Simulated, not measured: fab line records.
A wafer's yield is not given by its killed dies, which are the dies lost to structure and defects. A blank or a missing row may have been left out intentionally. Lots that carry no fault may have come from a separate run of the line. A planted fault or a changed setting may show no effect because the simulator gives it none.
fab line records	flow nandHarc	part 1 of 2: steps 1 to 23 of 34
[record] lots = 5	wafers = 15	lastDay = 22
route steps=1159 shown A_M1@1033 A_BONDPAD@1059
lots that met no fault: from a run of the same line without faults
startH: the number of hours between the record's first day and the start of the first shown wafer of the lot	waitH: hours since the lot's step before	" identical to the entry in the row above	L1.1+2: a single row standing in for several wafers	- no value present, or no start provided	* or withheld: withheld	< > ~ a bound
route shown NAME@n: NAME is a module with steps in the file, n the number in the route of the first one	usual: the fault-free wafers' mean and standard deviation	same: alike in all rows	chamber/n: place in a boat	sites: each site's reading	_std_site: standard deviation across them	_edge_site: inner sites' mean taken away from outer sites' mean	radiusMm: for every site, how far away it sits from the centre of the wafer	mask NAME#n: copy n	behind: the most recent tool/chamber to have shaped the wafer	hold: the reason the lot was held/the length of the hold in hours/how it ended	device: the transistor (n, p or np) that didn't switch	end of line: the route-end tests of the same wafers	step lacking rows: just its recipe	killed: dies that structure and defects cost at the first sort, which is not the same as the wafer's yield	map: a wafer's dies, x killed, . not, _ none there
set.NAME: the run value of the setting; set.NAME@STEP: its run value at that earlier step	model.NAME: the simulator's own value behind a step, which no gauge read
lots at some steps of the route; a table a step, a row a wafer
services: the hour from which a tool's chamber was out of use, counted from the record's first day as startH (under 0 if before that day), plus the number of hours and why
[[steps]]
[step NHARC_A_M1_EXPOSE_06]
[recipe] na = 1.35	targetCdNm = 120	doseMj = 75.13	maskId = A_M1
[same] na = 1.35
lot.wafer	tool	chamber	startH	waitH	mask
L079.2+3+4	arfiScanner-01	0	413.93	-	A_M1#0
L076.3+4+6	arfiScanner-01	0	416.73	-	A_M1#0
L086.2+4+6	arfiScanner-02	0	473.86	-	A_M1#0
L089.1+4+5	arfiScanner-02	0	474.63	-	A_M1#0
L090.3+4+5	arfiScanner-02	0	496.88	-	A_M1#0
[step NHARC_A_M1_PEB_07]
[recipe] pebTempC = 100	pebTimeS = 65
[usual] resistLineTempC = 23.00/0.12
lot.wafer	tool	chamber	startH	waitH	resistLineTempC
L079.2	lithoTrack-06	0	413.99	0.1	22.81
L079.3	"	0	"	"	22.87
L079.4	"	0	"	"	22.92
L076.3	lithoTrack-04	0	416.78	0.0	23.05
L076.4	"	0	"	"	23.17
L076.6	"	0	"	"	23.19
L086.2	lithoTrack-04	0	473.92	0.1	23.07
L086.4	"	0	"	"	23.21
L086.6	"	0	"	"	23.08
L089.1	lithoTrack-04	0	474.69	0.1	23.11
L089.4	"	0	"	"	23.00
L089.5	"	0	"	"	23.17
L090.3	lithoTrack-06	0	496.93	0.0	23.23
L090.4	"	0	"	"	22.98
L090.5	"	0	"	"	23.09
[step NHARC_A_M1_DEVELOP_08]
[recipe] developTimeS = 35	devTempC = 23
[usual] resistLineTempC = 23.02/0.11
lot.wafer	tool	chamber	startH	waitH	resistLineTempC
L079.2	lithoTrack-06	0	-	-	23.10
L079.3	"	0	"	"	23.14
L079.4	"	0	"	"	23.06
L076.3	lithoTrack-04	0	-	-	22.95
L076.4	"	0	"	"	22.93
L076.6	"	0	"	"	22.82
L086.2	lithoTrack-04	0	-	-	23.03
L086.4	"	0	"	"	22.96
L086.6	"	0	"	"	22.94
L089.1	lithoTrack-04	0	-	-	23.21
L089.4	"	0	"	"	23.10
L089.5	"	0	"	"	23.27
L090.3	lithoTrack-06	0	-	-	23.19
L090.4	"	0	"	"	23.16
L090.5	"	0	"	"	23.10
[step NHARC_A_M1_CD_MEAS_09]
[recipe] targetCdNm = 120	landingEnergyEv = 500
[usual] cdNm = 119.9/0.8
lot.wafer	tool	chamber	startH	waitH	cdNm
L079.2	cdSem-03	0	414.07	-	121.1
L079.3	"	0	"	"	119.0
L079.4	"	0	"	"	120.3
L076.3	cdSem-03	0	416.87	-	120.4
L076.4	"	0	"	"	119.2
L076.6	"	0	"	"	122.5
L086.2	cdSem-02	0	474.00	-	121.0
L086.4	"	0	"	"	120.3
L086.6	"	0	"	"	119.4
L089.1	cdSem-02	0	474.78	-	119.2
L089.4	"	0	"	"	119.7
L089.5	"	0	"	"	118.3
L090.3	cdSem-03	0	497.01	-	120.8
L090.4	"	0	"	"	118.8
L090.5	"	0	"	"	119.4
[step NHARC_A_M1_OVL_MEAS_10]
[recipe] pitchNm = 240
[usual] overlayXNm = 0.0/0.66	overlayYNm = 0.1/0.84
lot.wafer	tool	chamber	startH	waitH	overlayXNm	overlayYNm
L079.2	overlay-02	-	414.16	-	-1.5	-1.3
L079.3	"	-	"	"	-1.7	-1.3
L079.4	"	-	"	"	-1.1	-1.4
L076.3	overlay-01	-	416.95	-	-0.6	-0.1
L076.4	"	-	"	"	-0.5	-0.7
L076.6	"	-	"	"	-0.4	-0.7
L086.2	overlay-01	-	474.08	-	0.6	-0.9
L086.4	"	-	"	"	0.7	-0.3
L086.6	"	-	"	"	0.7	-0.5
L089.1	overlay-02	-	474.87	-	-0.1	-1.2
L089.4	"	-	"	"	-0.9	-1.1
L089.5	"	-	"	"	-0.6	-2.0
L090.3	overlay-02	-	497.10	-	0.6	0.0
L090.4	"	-	"	"	0.3	0.2
L090.5	"	-	"	"	0.3	0.7
[step NHARC_A_M1_INSPECT_11]
[usual] rawDefectCount = 30/13
lot.wafer	tool	chamber	startH	waitH	rawDefectCount
L079.2	defectInspect-01	-	414.20	0.0	15
L079.3	"	-	"	"	11
L079.4	"	-	"	"	19
L076.3	defectInspect-01	-	416.99	0.0	24
L076.4	"	-	"	"	28
L076.6	"	-	"	"	30
L086.2	defectInspect-01	-	474.14	0.1	11
L086.4	"	-	"	"	11
L086.6	"	-	"	"	17
L089.1	defectInspect-02	-	474.91	0.0	43
L089.4	"	-	"	"	50
L089.5	"	-	"	"	50
L090.3	defectInspect-02	-	497.13	0.0	19
L090.4	"	-	"	"	21
L090.5	"	-	"	"	18
[step NHARC_A_M1_DESCUM_14]
[recipe] timeS = 3	o2FlowSccm = 200	arFlowSccm = 0	biasPowerW = 0	chemistry = O2
[usual] drypumpMotorCurrentA = 5.7/0.45	oesProductAu = 1.002/0.012	rfVppV = 57.9/0.85	showerheadPlenumPTorr = 1.92/0.088	throttleValvePct = 11.309/0.0086
[same] biasPowerW = 0
lot.wafer	tool	chamber	startH	waitH	drypumpMotorCurrentA	oesProductAu	rfHoursCounterH	rfVppV	showerheadPlenumPTorr	throttleValvePct
L079.2	rieDiel-12	2	414.26	0.1	6.4	1.009	1	57.5	1.87	11.297
L079.4	"	3	"	"	5.6	0.973	1	58.3	2.06	11.319
L079.3	"	0	"	"	5.0	0.994	1	57.3	1.97	11.305
L076.3	rieDiel-02	1	417.05	0.1	5.6	1.002	6	58.3	1.78	11.305
L076.4	"	3	"	"	5.8	1.005	6	56.9	2.04	11.319
L076.6	"	0	"	"	5.6	0.993	-	58.7	1.94	11.325
L086.4	rieDiel-02	0	474.20	0.1	5.7	0.997	9	58.2	1.94	11.312
L086.2	"	1	"	"	5.6	0.992	9	57.4	1.78	11.301
L086.6	"	1	"	"	5.6	0.990	-	56.4	1.78	11.321
L089.4	rieDiel-02	1	474.97	0.1	5.6	0.991	9	56.5	1.78	11.312
L089.1	"	0	"	"	5.6	0.987	9	57.4	1.94	11.324
L089.5	"	1	"	"	5.6	0.977	-	58.0	1.78	11.308
L090.3	rieDiel-02	1	497.23	0.1	5.6	0.992	11	56.2	1.78	11.308
L090.4	"	2	"	"	6.3	1.008	11	58.5	1.90	11.301
L090.5	"	0	"	"	5.7	0.989	-	58.1	1.94	11.317
[step NHARC_A_M1_ETCH_35]
[recipe] targetDepthA = 400	overetchA = 120	timeS = 43.94	ionEnergyEv = 200	n2FlowSccm = 150	h2FlowSccm = 150	arFlowSccm = 0	rfW = 400	biasW = 150	chemistry = N2/H2
[usual] drypumpMotorCurrentA = 5.7/0.44	oesProductAu = 1.001/0.014	rfVppV = 430.7/2.9	showerheadPlenumPTorr = 2.05/0.097	throttleValvePct = 14.171/0.0086
lot.wafer	tool	chamber	startH	waitH	drypumpMotorCurrentA	oesProductAu	rfHoursCounterH	rfVppV	showerheadPlenumPTorr	throttleValvePct
L079.4	rieDiel-12	3	414.34	0.1	5.6	0.969	1	434.7	2.20	14.170
L079.3	"	0	"	"	5.0	1.007	1	431.9	2.11	14.149
L079.2	"	2	"	"	6.4	1.028	1	428.1	2.00	14.181
L076.3	rieDiel-02	3	417.14	0.1	5.8	1.013	6	435.2	2.18	14.170
L076.4	"	1	"	"	5.6	1.005	6	425.6	1.89	14.178
L076.6	"	2	"	"	6.3	1.008	-	430.1	2.03	14.177
L086.2	rieDiel-02	3	474.29	0.1	5.8	1.011	10	434.1	2.18	14.172
L086.4	"	1	"	"	5.6	0.993	9	426.0	1.89	14.167
L086.6	"	2	"	"	6.3	1.017	-	430.9	2.03	14.150
L089.1	rieDiel-02	0	475.05	0.1	5.7	0.991	9	432.3	2.07	14.177
L089.4	"	2	"	"	6.3	1.019	10	429.1	2.03	14.180
L089.5	"	0	"	"	5.7	0.992	-	430.4	2.07	14.166
L090.3	rieDiel-02	2	497.30	0.1	6.3	1.008	11	430.0	2.03	14.168
L090.4	"	3	"	"	5.8	1.010	11	433.3	2.18	14.161
L090.5	"	3	"	"	5.8	1.001	-	434.0	2.17	14.183
[step NHARC_A_M1_ETCH_15]
[recipe] targetDepthA = 1825	timeS = 91.2	c4f8FlowSccm = withheld	arFlowSccm = 400	rfW = 600	biasW = 300	chemistry = C4F8/Ar
[usual] oesProductAu = 0.952/0.024	rfVppV = 441.1/3
lot.wafer	tool	chamber	startH	waitH	oesProductAu	rfHoursCounterH	rfVppV
L079.2	rieDiel-12	0	-	-	0.949	1	442.1
L079.3	"	1	"	"	0.946	1	440.0
L079.4	"	3	"	"	0.943	1	445.3
L076.3	rieDiel-02	1	-	-	0.965	6	436.7
L076.4	"	2	"	"	0.984	6	440.4
L076.6	"	2	"	"	0.972	-	441.2
L086.4	rieDiel-02	0	-	-	0.919	9	441.9
L086.2	"	3	"	"	0.933	10	444.9
L086.6	"	1	"	"	0.915	-	436.4
L089.1	rieDiel-02	1	-	-	0.952	9	437.2
L089.4	"	2	"	"	0.963	10	439.9
L089.5	"	3	"	"	0.988	-	444.0
L090.3	rieDiel-02	2	-	-	0.982	11	441.0
L090.4	"	3	"	"	0.963	11	444.6
L090.5	"	1	"	"	0.967	-	436.5
[step NHARC_A_M1_CD_MEAS_16]
[usual] cdNm = 120.1/0.97
lot.wafer	tool	chamber	startH	waitH	cdNm
L079.2	cdSem-03	-	414.56	-	121.0
L079.3	"	-	"	"	117.5
L079.4	"	-	"	"	121.6
L076.3	cdSem-03	-	417.36	-	120.9
L076.4	"	-	"	"	119.3
L076.6	"	-	"	"	122.6
L086.2	cdSem-01	-	474.51	-	122.2
L086.4	"	-	"	"	121.9
L086.6	"	-	"	"	120.6
L089.1	cdSem-03	-	475.27	-	119.6
L089.4	"	-	"	"	120.5
L089.5	"	-	"	"	119.0
L090.3	cdSem-01	-	497.53	-	121.7
L090.4	"	-	"	"	120.2
L090.5	"	-	"	"	119.5
[step NHARC_A_M1_STRIP_18]
[recipe] powerW = 1000	n2FlowSccm = 150	h2FlowSccm = 150	arFlowSccm = 0	biasW = 0	chemistry = N2/H2
[usual] drypumpMotorCurrentA = 5.7/0.44	oesProductAu = 1.001/0.014	rfVppV = 90.6/1	showerheadPlenumPTorr = 2.04/0.098	throttleValvePct = 14.171/0.0095
lot.wafer	tool	chamber	startH	waitH	drypumpMotorCurrentA	oesProductAu	rfHoursCounterH	rfVppV	showerheadPlenumPTorr	throttleValvePct
L079.2	rieDiel-12	2	414.64	0.1	6.4	1.015	1	91.0	2.00	14.173
L079.4	"	0	"	"	5.0	0.993	1	91.6	2.11	14.175
L079.3	"	1	"	"	5.2	1.010	1	90.8	1.99	14.175
L076.4	rieDiel-12	2	417.45	0.1	6.4	1.008	1	91.0	2.00	14.193
L076.3	"	0	"	"	5.0	0.989	1	92.0	2.11	14.160
L076.6	"	1	"	"	5.2	1.010	-	91.0	1.99	14.152
L086.2	rieDiel-05	1	474.58	0.1	5.7	0.997	8	88.5	1.91	14.158
L086.4	"	2	"	"	5.5	1.018	9	90.0	2.14	14.161
L086.6	"	2	"	"	5.5	1.015	-	90.4	2.14	14.178
L089.1	rieDiel-12	0	475.38	0.1	5.0	0.990	2	92.2	2.11	14.179
L089.4	"	1	"	"	5.2	1.009	2	90.5	1.98	14.169
L089.5	"	0	"	"	5.0	1.001	-	90.4	2.11	14.162
L090.4	rieDiel-12	1	497.62	0.1	5.2	1.002	3	90.8	1.98	14.175
L090.3	"	3	"	"	5.6	0.995	3	91.6	2.20	14.171
L090.5	"	0	"	"	5.0	0.992	-	91.9	2.11	14.167
[step NHARC_A_M1_ETCH_28]
[recipe] targetDepthA = 300	overEtchFrac = 0.3	timeS = 72.99	ionEnergyEv = 150	cf4FlowSccm = 50	n2FlowSccm = 100	arFlowSccm = 150	rfW = 300	biasW = 100	chemistry = CF4/N2
[usual] drypumpMotorCurrentA = 5.7/0.43	oesProductAu = 1.000/0.015	rfVppV = 314.4/2.3	showerheadPlenumPTorr = 2.64/0.12	throttleValvePct = 19.795/0.0091
lot.wafer	tool	chamber	startH	waitH	drypumpMotorCurrentA	oesProductAu	rfHoursCounterH	rfVppV	showerheadPlenumPTorr	throttleValvePct
L079.4	rieDiel-12	2	-	-	6.4	1.026	1	314.1	2.57	19.805
L079.3	"	3	"	"	5.6	0.984	1	318.9	2.82	19.796
L079.2	"	0	"	"	5.0	1.003	1	314.7	2.71	19.807
L076.3	rieDiel-12	3	-	-	5.6	0.980	1	318.3	2.82	19.787
L076.4	"	2	"	"	6.5	1.028	1	313.5	2.57	19.794
L076.6	"	0	"	"	4.9	1.001	-	313.6	2.71	19.793
L086.2	rieDiel-05	2	-	-	5.5	1.015	9	315.5	2.75	19.795
L086.4	"	3	"	"	6.1	0.970	8	313.2	2.50	19.795
L086.6	"	2	"	"	5.5	1.016	-	315.9	2.75	19.794
L089.1	rieDiel-12	0	-	-	4.9	0.995	2	316.2	2.70	19.800
L089.4	"	1	"	"	5.2	1.007	2	312.3	2.56	19.780
L089.5	"	3	"	"	5.6	1.010	-	316.4	2.81	19.804
L090.3	rieDiel-12	1	-	-	5.2	1.003	3	312.7	2.56	19.781
L090.4	"	3	"	"	5.6	1.006	3	317.4	2.81	19.799
L090.5	"	2	"	"	6.4	1.025	-	312.8	2.57	19.802
[step NHARC_A_M1_STRIP_19]
[recipe] timeS = 600	tempC = 30	chemistry = postEtchResidueRemover
lot.wafer	tool	chamber	startH	waitH
L079.4+3+2	wetBench-08	3,4,7	415.01	-
L076.4+3+6	wetBench-10	4,6,0	417.81	-
L086.2+6+4	wetBench-10	0,1,5	474.96	-
L089.5+1+4	wetBench-08	4,6,7	475.76	-
L090.5+3+4	wetBench-10	3,6,7	497.97	-
[step NHARC_A_M1_DEGAS_29]
[recipe] tempC = 250	timeS = 60
[usual] heaterPowerW = 329/38	susceptorTempC = 250.00/0.17
lot.wafer	tool	chamber	startH	waitH	heaterPowerW	susceptorTempC
L079.3	pvdSputter-02	-	415.32	-	270	249.99
L079.2	"	-	"	"	364	250.20
L079.4	"	-	"	"	314	250.12
L076.4	pvdSputter-02	-	418.08	-	362	249.62
L076.3	"	-	"	"	319	249.91
L076.6	"	-	"	"	271	249.80
L086.4	pvdSputter-02	-	475.23	-	319	250.06
L086.2	"	-	"	"	313	250.12
L086.6	"	-	"	"	269	250.06
L089.4	pvdSputter-02	-	476.04	-	375	250.28
L089.1	"	-	"	"	264	250.50
L089.5	"	-	"	"	364	250.28
L090.3	pvdSputter-01	-	498.25	-	389	249.90
L090.4	"	-	"	"	347	250.22
L090.5	"	-	"	"	268	249.81
[step NHARC_A_M1_PRE_CLEAN_30]
[recipe] timeS = 30	tempC = 280	gas = H2/He
[usual] heaterPowerW = 404/45	susceptorTempC = 279.99/0.18
lot.wafer	tool	chamber	startH	waitH	heaterPowerW	susceptorTempC
L079.4	pvdSputter-02	-	-	-	390	280.03
L079.3	"	-	"	"	329	280.06
L079.2	"	-	"	"	389	280.06
L076.4	pvdSputter-02	-	-	-	454	279.90
L076.3	"	-	"	"	337	280.26
L076.6	"	-	"	"	454	280.06
L086.4	pvdSputter-02	-	-	-	393	279.81
L086.2	"	-	"	"	454	280.00
L086.6	"	-	"	"	328	280.19
L089.4	pvdSputter-02	-	-	-	320	280.04
L089.1	"	-	"	"	447	279.92
L089.5	"	-	"	"	387	280.11
L090.3	pvdSputter-01	-	-	-	434	279.85
L090.4	"	-	"	"	465	279.92
L090.5	"	-	"	"	483	280.34
[step NHARC_A_M1_PVD_20]
[recipe] targetThkA = 50	biasV = 168.6	powerW = 15000	chamberPressurePa = 0.12	timeS = 8.06	substrateTempC = 50	material = TaN
[usual] throttleValvePct = 29.8/0.69
lot.wafer	tool	chamber	startH	waitH	throttleValvePct
L079.4	pvdSputter-02	-	-	-	29.0
L079.3	"	-	"	"	30.4
L079.2	"	-	"	"	29.3
L076.3	pvdSputter-02	-	-	-	29.2
L076.4	"	-	"	"	29.4
L076.6	"	-	"	"	29.6
L086.2	pvdSputter-02	-	-	-	29.0
L086.4	"	-	"	"	29.6
L086.6	"	-	"	"	29.1
L089.1	pvdSputter-02	-	-	-	30.4
L089.4	"	-	"	"	29.7
L089.5	"	-	"	"	30.3
L090.3	pvdSputter-01	-	-	-	29.9
L090.4	"	-	"	"	30.2
L090.5	"	-	"	"	30.0
[step NHARC_A_M1_PVD_21]
[recipe] targetThkA = 300	chamberPressurePa = 5	powerW = 5000	substrateTempC = 30	timeS = 20.49	material = Cu
[usual] throttleValvePct = 29.8/0.65
lot.wafer	tool	chamber	startH	waitH	throttleValvePct
L079.3	pvdSputter-02	-	-	-	30.4
L079.2	"	-	"	"	29.5
L079.4	"	-	"	"	29.1
L076.4	pvdSputter-02	-	-	-	29.3
L076.3	"	-	"	"	29.5
L076.6	"	-	"	"	29.5
L086.4	pvdSputter-02	-	-	-	29.1
L086.2	"	-	"	"	29.4
L086.6	"	-	"	"	29.9
L089.1	pvdSputter-02	-	-	-	29.1
L089.4	"	-	"	"	30.0
L089.5	"	-	"	"	29.8
L090.3	pvdSputter-01	-	-	-	29.9
L090.4	"	-	"	"	29.5
L090.5	"	-	"	"	30.1
[step NHARC_A_M1_ECD_22]
[recipe] targetThkA = 4000	bathTempC = 25	material = Cu
lot.wafer	tool	chamber	startH	waitH
L079.2+3+4	ecdCu-01	1,0,1	415.73	-
L076.3+4+6	ecdCu-01	0,1,1	418.53	-
L086.2+4+6	ecdCu-02	1,0,1	475.60	-
L089.1+4+5	ecdCu-01	0,0,1	476.45	-
L090.3+4+5	ecdCu-02	1,0,0	498.72	-
[step NHARC_A_M1_ANNEAL_31]
[recipe] tempC = 225	timeS = 90
[usual] wafer_temp_C_max = 226.0/0.3
lot.wafer	tool	chamber	startH	waitH	wafer_temp_C_max
L079.2	rtpAnneal-01	0	416.13	-	226.5
L079.3	"	0	"	"	226.1
L079.4	"	0	"	"	226.0
L076.3	rtpAnneal-02	0	418.91	-	225.7
L076.4	"	0	"	"	225.7
L076.6	"	0	"	"	225.7
L086.2	rtpAnneal-02	0	476.03	0.4	225.6
L086.4	"	0	"	"	225.8
L086.6	"	0	"	"	225.6
L089.1	rtpAnneal-01	0	476.78	0.3	226.4
L089.4	"	0	"	"	226.6
L089.5	"	0	"	"	226.4
L090.3	rtpAnneal-02	0	499.10	0.3	225.5
L090.4	"	0	"	"	225.8
L090.5	"	0	"	"	225.6
[step NHARC_A_M1_CMP_23]
[recipe] tOverpolishS = 20	targetThkNm = 154.34
[usual] motorCurrentA = 12.0/1.2	timeToEndpointS = 29/3.4
lot.wafer	tool	chamber	startH	waitH	motorCurrentA	timeToEndpointS
L079.2	cmp-02	3	416.42	-	11.5	24
L079.4	"	0	"	"	11.4	27
L079.3	"	2	"	"	11.8	27
L076.3	cmp-04	0	419.15	-	11.2	32
L076.4	"	1	"	"	13.9	36
L076.6	"	1	"	"	13.3	35
L086.4	cmp-04	2	476.40	-	9.1	26
L086.2	"	0	"	"	11.8	28
L086.6	"	1	"	"	13.6	33
L089.4	cmp-04	2	477.15	-	9.3	28
L089.1	"	0	"	"	11.6	29
L089.5	"	2	"	"	9.1	27
L090.4	cmp-02	2	499.52	-	12.3	26
L090.3	"	3	"	"	11.9	27
L090.5	"	2	"	"	12.4	26
[step NHARC_A_M1_THK_MEAS_24]
[recipe] thkMeasGauge = xrf
[usual] thkNm = 154.4/1.6
lot.wafer	tool	chamber	startH	waitH	thkNm
L079.2	filmMetro-01	-	416.74	-	154.5
L079.3	"	-	"	"	154.6
L079.4	"	-	"	"	155.4
L076.3	filmMetro-01	-	419.48	-	155.8
L076.4	"	-	"	"	155.8
L076.6	"	-	"	"	157.3
L086.2	filmMetro-01	-	476.69	-	152.6
L086.4	"	-	"	"	152.3
L086.6	"	-	"	"	155.5
L089.1	filmMetro-01	-	477.43	-	157.5
L089.4	"	-	"	"	153.8
L089.5	"	-	"	"	152.6
L090.3	filmMetro-01	-	499.81	-	151.0
L090.4	"	-	"	"	156.0
L090.5	"	-	"	"	153.7
[step NHARC_A_M1_SRD_25]
lot.wafer	tool	chamber	startH	waitH
L079.3+2+4	wetBench-10	5,7,0	416.79	0.0
L076.6+4+3	wetBench-10	5,7,0	419.52	0.0
L086.2+6+4	wetBench-10	4,5,6	476.74	0.0
L089.5+4+1	wetBench-10	7,0,4	477.47	0.0
L090.4+3+5	wetBench-08	0,3,4	499.85	0.0
[step NHARC_A_M1_INSPECT_27]
[usual] rawDefectCount = 467/120
lot.wafer	tool	chamber	startH	waitH	rawDefectCount
L079.2	defectInspect-02	-	416.90	0.0	482
L079.3	"	-	"	"	587
L079.4	"	-	"	"	503
L076.3	defectInspect-02	-	419.65	0.0	458
L076.4	"	-	"	"	537
L076.6	"	-	"	"	458
L086.2	defectInspect-01	-	476.86	0.0	614
L086.4	"	-	"	"	839
L086.6	"	-	"	"	565
L089.1	defectInspect-01	-	477.59	0.0	558
L089.4	"	-	"	"	462
L089.5	"	-	"	"	344
L090.3	defectInspect-01	-	499.97	0.0	536
L090.4	"	-	"	"	386
L090.5	"	-	"	"	404
